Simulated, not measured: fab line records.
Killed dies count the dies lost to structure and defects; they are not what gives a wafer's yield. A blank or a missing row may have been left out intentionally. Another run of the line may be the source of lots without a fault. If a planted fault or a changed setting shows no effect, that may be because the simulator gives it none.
fab line records -- flow nand-harc
[record] lots = 12, wafers = 36, last-day = 33
route steps=1302 shown A_SLIT@936 A_WL_FILL@958
lots untouched by any fault: they come from a run of this same line in which no faults occurred
start-h: hours from the record's opening day to when the first of the lot's shown wafers began -- wait-h: how many hours have passed since the lot's step before this one -- " unchanged from the row above -- L1.1+2: a row that stands for several wafers -- - no value, or no start given -- * or withheld: withheld -- < > ~ a bound
route shown NAME@n: a module of which the file shows steps, and the number in the route of the first -- usual: the fault-free wafers' mean and standard deviation -- same: alike in all rows -- chamber/n: place in a boat -- sites: the reading at each site -- _std_site: standard deviation across them -- _edge_site: the outer-site mean with the inner-site mean subtracted -- radius-mm: for every site, how far away it sits from the centre of the wafer -- mask NAME#n: copy n -- behind: the most recent tool/chamber to have shaped the wafer -- hold: why the lot went on hold/how many hours it stayed there/how the hold came to an end -- device: the n, p or np transistor that did not switch -- end of line: at the end of the route, the tests of the same wafers -- where a step has no rows: the recipe by itself -- killed: the dies lost at the first sort to structure and to defects; this is not the yield of the wafer -- map: dies across one wafer; x = killed, . = not, _ = none there
set.NAME: the setting that was run; set.NAME@STEP: the one run at that earlier step -- model.NAME: the simulator's own value behind a step, which no gauge read
route steps across a sampled set of lots; one table per step, one row per wafer
services: the hour from which a tool's chamber was out of use, counted from the record's first day as start-h (under 0 if before that day), plus the number of hours and why
[[steps]]
[step NHARC_A_SLIT_DESCUM_14]
[recipe] time-s = 3, o2-flow-sccm = 200, ar-flow-sccm = 0, bias-power-w = 0, chemistry = O2
[usual] drypump-motor-current-A = 5.7/0.3, oes-product-au = 0.996/0.0077, rf-vpp-V = 57.5/1, showerhead-plenum-p-Torr = 1.87/0.077, throttle-valve-pct = 11.312/0.0091
lot.wafer,tool,chamber,start-h,wait-h,drypump-motor-current-A,oes-product-au,rf-hours-counter-h,rf-vpp-V,showerhead-plenum-p-Torr,throttle-valve-pct
L880.2,rie-diel-09,2,456.71,0.1,5.9,1.000,5.5,58.3,1.79,11.312
L880.1,rie-diel-09,1,456.71,0.1,5.8,0.986,7.3,56.4,1.83,11.317
L880.6,rie-diel-09,3,456.71,0.1,6.4,1.000,-,57.9,1.81,11.315
L883.1,rie-diel-09,3,477.78,0.1,6.3,0.993,9.3,57.1,1.81,11.295
L883.5,rie-diel-09,0,477.78,0.1,5.6,0.989,-,57.2,1.78,11.303
L883.6,rie-diel-09,1,477.78,0.1,5.8,0.989,-,57.9,1.83,11.329
L886.4,rie-diel-09,2,513.25,0.1,5.9,1.007,0.6,57.3,1.79,11.305
L886.1,rie-diel-09,0,513.25,0.1,5.6,0.988,0.4,57.8,1.78,11.315
L886.6,rie-diel-09,2,513.25,0.1,5.9,1.000,-,57.4,1.79,11.308
L887.1,rie-diel-09,3,514.53,0.1,6.3,1.002,1.1,57.3,1.81,11.306
L887.3,rie-diel-09,0,514.53,0.1,5.6,0.991,0.9,57.0,1.78,11.294
L887.6,rie-diel-09,3,514.53,0.1,6.3,1.005,-,55.6,1.81,11.306
L889.1,rie-diel-09,0,540.23,0.1,5.6,0.993,2.7,56.7,1.78,11.323
L889.5,rie-diel-09,2,540.23,0.1,5.9,1.005,-,57.3,1.79,11.322
L889.6,rie-diel-09,3,540.23,0.1,6.4,1.004,-,56.0,1.81,11.319
L890.2,rie-diel-09,2,559.23,0.1,5.9,1.001,3.5,56.5,1.79,11.304
L890.3,rie-diel-09,0,559.23,0.1,5.6,0.993,3.3,56.0,1.78,11.294
L890.5,rie-diel-09,1,559.23,0.1,5.8,1.000,-,57.3,1.83,11.305
L893.4,rie-diel-09,2,575.67,0.1,5.9,1.014,4.8,54.7,1.79,11.313
L893.5,rie-diel-09,0,575.67,0.1,5.6,0.984,-,56.8,1.78,11.322
L893.6,rie-diel-09,1,575.67,0.1,5.8,1.002,-,57.2,1.83,11.303
L897.1,rie-diel-09,0,609.26,0.1,5.7,0.986,7.5,58.6,1.78,11.293
L897.2,rie-diel-09,2,609.26,0.1,5.9,1.002,7.0,56.0,1.79,11.310
L897.5,rie-diel-09,3,609.26,0.1,6.3,0.995,-,55.5,1.81,11.318
L896.1,rie-diel-04,3,624.36,0.1,5.5,0.996,3.5,58.3,1.97,11.312
L896.3,rie-diel-04,0,624.36,0.1,5.8,1.011,3.8,57.6,1.89,11.328
L896.5,rie-diel-04,1,624.36,0.1,5.8,0.993,-,56.3,1.98,11.321
L898.1,rie-diel-07,0,632.26,0.1,5.6,0.984,7.1,57.9,1.96,11.321
L898.4,rie-diel-07,2,632.26,0.1,5.1,0.989,5.1,59.7,1.99,11.316
L898.2,rie-diel-07,3,632.26,0.1,5.1,0.996,7.8,58.2,1.98,11.304
L900.1,rie-diel-09,0,645.90,0.1,5.6,0.979,8.3,57.4,1.78,11.320
L900.4,rie-diel-09,2,645.90,0.1,5.8,1.003,8.4,56.6,1.79,11.291
L900.6,rie-diel-09,0,645.90,0.1,5.6,0.992,-,56.5,1.78,11.326
L903.4,rie-diel-04,1,682.88,0.1,5.9,0.987,8.3,59.8,1.98,11.331
L903.2,rie-diel-04,2,682.88,0.1,5.5,1.016,7.8,57.3,1.92,11.306
L903.1,rie-diel-04,0,682.88,0.1,5.8,1.014,7.6,58.3,1.89,11.307
[step NHARC_A_WL_FILL_ETCHBACK_05]
[recipe] target-depth-a = 220, time-s = 60, temp-c = 40, chemistry = Cl2/BCl3
[usual] drypump-motor-current-A = 5.8/0.46, oes-product-au = 0.996/0.0068, run-length-s = 81.3/0.4
lot.wafer,tool,chamber,start-h,wait-h,drypump-motor-current-A,oes-product-au,rf-hours-counter-h,run-length-s
L880.2,rie-metal-02,1,471.26,0.2,5.9,1.001,0.4,81.3
L880.1,rie-metal-02,0,471.26,0.2,5.6,1.001,0.4,81.4
L880.6,rie-metal-02,1,471.26,0.2,5.9,0.999,-,81.4
L883.1,rie-metal-01,1,494.84,0.2,6.0,0.995,1.6,81.7
L883.6,rie-metal-01,1,494.84,0.2,6.0,0.995,-,82.0
L883.5,rie-metal-01,0,494.84,0.2,5.1,0.995,-,81.0
L886.1,rie-metal-01,1,527.75,0.2,6.0,0.995,2.3,81.7
L886.4,rie-metal-01,0,527.75,0.2,5.2,1.003,-,81.0
L886.6,rie-metal-01,0,527.75,0.2,5.1,0.999,-,81.2
L887.1,rie-metal-02,1,527.78,0.2,5.9,0.995,1.4,81.3
L887.3,rie-metal-02,1,527.78,0.2,5.9,0.996,-,81.2
L887.6,rie-metal-02,1,527.78,0.2,5.9,1.005,-,81.5
L889.1,rie-metal-02,0,555.01,0.2,5.6,0.997,1.7,81.4
L889.5,rie-metal-02,0,555.01,0.2,5.6,1.000,-,81.5
L889.6,rie-metal-02,1,555.01,0.2,5.9,1.014,-,81.3
L890.2,rie-metal-01,0,574.16,0.2,5.1,0.998,3.2,81.1
L890.3,rie-metal-01,1,574.16,0.2,6.0,0.998,-,81.6
L890.5,rie-metal-01,0,574.16,0.2,5.1,0.987,-,81.5
L893.4,rie-metal-03,0,592.88,0.1,6.5,0.989,-,81.1
L893.5,rie-metal-03,0,592.88,0.1,6.5,0.980,-,81.3
L893.6,rie-metal-03,1,592.88,0.1,5.4,0.983,-,81.2
L897.2,rie-metal-01,0,623.88,0.2,5.1,1.014,0.6,81.2
L897.1,rie-metal-01,1,623.88,0.2,6.0,0.998,0.6,81.8
L897.5,rie-metal-01,1,623.88,0.2,6.0,1.002,-,82.1
L896.1,rie-metal-03,0,639.96,0.2,6.6,0.987,2.1,81.2
L896.3,rie-metal-03,0,639.96,0.2,6.5,0.997,-,80.8
L896.5,rie-metal-03,1,639.96,0.2,5.4,0.992,-,80.7
L898.1,rie-metal-03,1,650.10,0.2,5.4,1.008,2.3,81.0
L898.2,rie-metal-03,0,650.10,0.2,6.5,0.996,2.3,80.7
L898.4,rie-metal-03,1,650.10,0.2,5.4,0.991,-,80.7
L900.1,rie-metal-03,0,664.28,0.3,6.5,0.983,2.6,81.4
L900.4,rie-metal-03,1,664.28,0.3,5.4,0.995,-,80.7
L900.6,rie-metal-03,1,664.28,0.3,5.4,0.993,-,80.8
L903.1,rie-metal-01,1,697.10,0.2,6.0,0.993,1.4,81.5
L903.2,rie-metal-01,0,697.10,0.2,5.1,0.988,1.4,81.7
L903.4,rie-metal-01,1,697.10,0.2,6.0,1.001,-,82.3
[step NHARC_A_WL_FILL_ETCHBACK_17]
[recipe] target-depth-a = 40, time-s = 26.7, chemistry = Cl2/BCl3
[usual] drypump-motor-current-A = 5.7/0.43, oes-product-au = 0.999/0.0075, run-length-s = 48.1/0.4
lot.wafer,tool,chamber,start-h,wait-h,drypump-motor-current-A,oes-product-au,rf-hours-counter-h,run-length-s
L880.1,rie-metal-01,1,481.55,-,6.0,0.994,1.4,48.6
L880.2,rie-metal-01,0,481.55,-,5.1,1.003,1.4,47.9
L880.6,rie-metal-01,0,481.55,-,5.1,0.996,-,48.1
L883.1,rie-metal-01,1,503.04,-,6.0,1.001,1.7,48.7
L883.6,rie-metal-01,1,503.04,-,6.0,0.993,-,48.6
L883.5,rie-metal-01,0,503.04,-,5.2,0.987,-,47.9
L887.1,rie-metal-03,0,538.12,-,6.6,0.986,0.2,47.8
L887.3,rie-metal-03,1,538.12,-,5.4,0.986,-,47.4
L887.6,rie-metal-03,0,538.12,-,6.5,0.984,-,47.4
L886.1,rie-metal-02,1,539.14,-,5.9,0.998,1.5,48.2
L886.4,rie-metal-02,0,539.14,-,5.6,1.007,-,48.5
L886.6,rie-metal-02,1,539.14,-,5.9,0.995,-,48.1
L889.1,rie-metal-02,1,566.48,-,5.9,0.979,1.8,47.9
L889.6,rie-metal-02,0,566.48,-,5.6,0.988,-,48.3
L889.5,rie-metal-02,1,566.48,-,5.9,0.995,-,47.9
L890.2,rie-metal-01,0,584.33,-,5.1,0.998,0,47.7
L890.3,rie-metal-01,0,584.33,-,5.1,0.995,-,47.8
L890.5,rie-metal-01,0,584.33,-,5.1,1.008,-,48.0
L893.4,rie-metal-01,0,603.58,-,5.1,0.994,-,47.8
L893.6,rie-metal-01,0,603.58,-,5.1,1.012,-,47.9
L893.5,rie-metal-01,1,603.58,-,6.0,0.997,-,49.0
L897.2,rie-metal-01,0,634.97,-,5.0,1.008,0.6,47.7
L897.1,rie-metal-01,1,634.97,-,6.0,0.999,0.6,48.4
L897.5,rie-metal-01,1,634.97,-,6.0,0.989,-,48.4
L896.1,rie-metal-01,1,649.87,-,6.0,1.002,0.7,38.2
L896.3,rie-metal-01,1,649.87,-,6.0,1.009,-,38.1
L896.5,rie-metal-01,0,649.87,-,5.1,1.010,-,37.7
L898.2,rie-metal-01,1,660.91,-,6.0,0.989,0.8,38.3
L898.1,rie-metal-01,0,660.91,-,5.1,1.011,0.8,38.0
L898.4,rie-metal-01,1,660.91,-,6.0,0.995,-,38.6
L900.1,rie-metal-02,0,676.02,-,5.6,0.992,0.7,48.2
L900.4,rie-metal-02,0,676.02,-,5.6,0.990,-,48.0
L900.6,rie-metal-02,0,676.02,-,5.6,0.984,-,48.2
L903.2,rie-metal-02,0,706.89,-,5.6,0.990,1.4,48.3
L903.1,rie-metal-02,1,706.89,-,5.9,0.995,1.8,48.5
L903.4,rie-metal-02,0,706.89,-,5.6,0.990,-,48.1
[step NHARC_A_WL_FILL_INSPECT_15]
[usual] raw-defect-count = 469/110
lot.wafer,tool,chamber,start-h,wait-h,raw-defect-count
L880.1,defect-inspect-01,-,487.90,0.0,312
L880.2,defect-inspect-01,-,487.90,0.0,241
L880.6,defect-inspect-01,-,487.90,0.0,432
L883.1,defect-inspect-02,-,509.41,0.0,504
L883.5,defect-inspect-02,-,509.41,0.0,470
L883.6,defect-inspect-02,-,509.41,0.0,445
L886.1,defect-inspect-02,-,544.44,0.0,517
L886.4,defect-inspect-02,-,544.44,0.0,390
L886.6,defect-inspect-02,-,544.44,0.0,391
L887.1,defect-inspect-01,-,544.47,0.0,516
L887.3,defect-inspect-01,-,544.47,0.0,500
L887.6,defect-inspect-01,-,544.47,0.0,525
L889.1,defect-inspect-02,-,572.82,0.0,438
L889.5,defect-inspect-02,-,572.82,0.0,416
L889.6,defect-inspect-02,-,572.82,0.0,482
L890.2,defect-inspect-02,-,591.73,0.0,512
L890.3,defect-inspect-02,-,591.73,0.0,384
L890.5,defect-inspect-02,-,591.73,0.0,390
L893.4,defect-inspect-02,-,609.91,0.0,393
L893.5,defect-inspect-02,-,609.91,0.0,424
L893.6,defect-inspect-02,-,609.91,0.0,330
L897.1,defect-inspect-01,-,641.71,0.0,619
L897.2,defect-inspect-01,-,641.71,0.0,449
L897.5,defect-inspect-01,-,641.71,0.0,455
L896.1,defect-inspect-01,-,656.27,0.0,444
L896.3,defect-inspect-01,-,656.27,0.0,698
L896.5,defect-inspect-01,-,656.27,0.0,477
L898.1,defect-inspect-02,-,667.15,0.0,278
L898.2,defect-inspect-02,-,667.15,0.0,331
L898.4,defect-inspect-02,-,667.15,0.0,358
L900.1,defect-inspect-01,-,682.31,0.0,549
L900.4,defect-inspect-01,-,682.31,0.0,623
L900.6,defect-inspect-01,-,682.31,0.0,408
L903.1,defect-inspect-01,-,713.48,0.0,484
L903.2,defect-inspect-01,-,713.48,0.0,478
L903.4,defect-inspect-01,-,713.48,0.0,494
[[services]]
tool,chamber,start-h,hours,kind
rie-metal-02,-,454.00,9.0,pm
rie-metal-03,0,478.90,17.4,repair
rie-metal-01,-,485.04,1.9,repair
rie-diel-09,-,497.10,9.0,pm
rie-diel-07,2,500.00,33.9,repair
rie-metal-03,-,519.00,9.0,pm
rie-diel-04,2,526.44,2.9,repair
rie-diel-04,-,531.98,9.0,pm
rie-metal-02,-,537.93,0.4,repair
rie-diel-04,-,552.14,2.3,repair
rie-metal-01,-,575.00,9.0,pm
rie-diel-07,0,616.95,3.6,repair
rie-diel-04,-,617.80,0.2,repair
rie-metal-02,-,631.00,9.0,pm
rie-diel-09,-,640.04,0.2,repair
rie-metal-01,1,641.15,6.8,repair
rie-diel-07,-,648.21,9.0,pm
rie-metal-02,0,654.59,4.5,repair
rie-metal-03,0,661.21,2.1,repair
rie-diel-07,0,668.24,2.6,repair
rie-diel-07,3,670.62,9.4,repair
rie-diel-09,-,674.15,9.0,pm
rie-metal-03,-,696.00,9.0,pm
rie-diel-04,1,703.90,2.0,repair
[[key]]
[first-sign] step = NHARC_A_WL_FILL_ETCHBACK_17, reading = run-length-s, direction = down, sigmas = 25, usual = *, struck = *
effect none on later readings
met-at NHARC_A_WL_FILL_ETCHBACK_17
struck-lots L896,L898
tester-left-out L896,L898
not-acting-at NHARC_A_SLIT_DESCUM_14,NHARC_A_WL_FILL_ETCHBACK_05,NHARC_A_WL_FILL_INSPECT_15
onset-between 634.97 649.87
[fault] kind = process-parameter-drift, tool = rie-metal-01, chamber = -, onset-h = 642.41, steps = NHARC_A_WL_FILL_ETCHBACK_17, channel = time-s, offset = *, shape = step, end-h = 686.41, acts-in = *, stated = *
// tester-left-out: of these lots the tester's yield and bins aren't shown, on N5 and GAA mostly nor the transistor test; their killed dies are dies lost to structure and defects alone, not to doping, threshold or leakage, so they don't give the yield
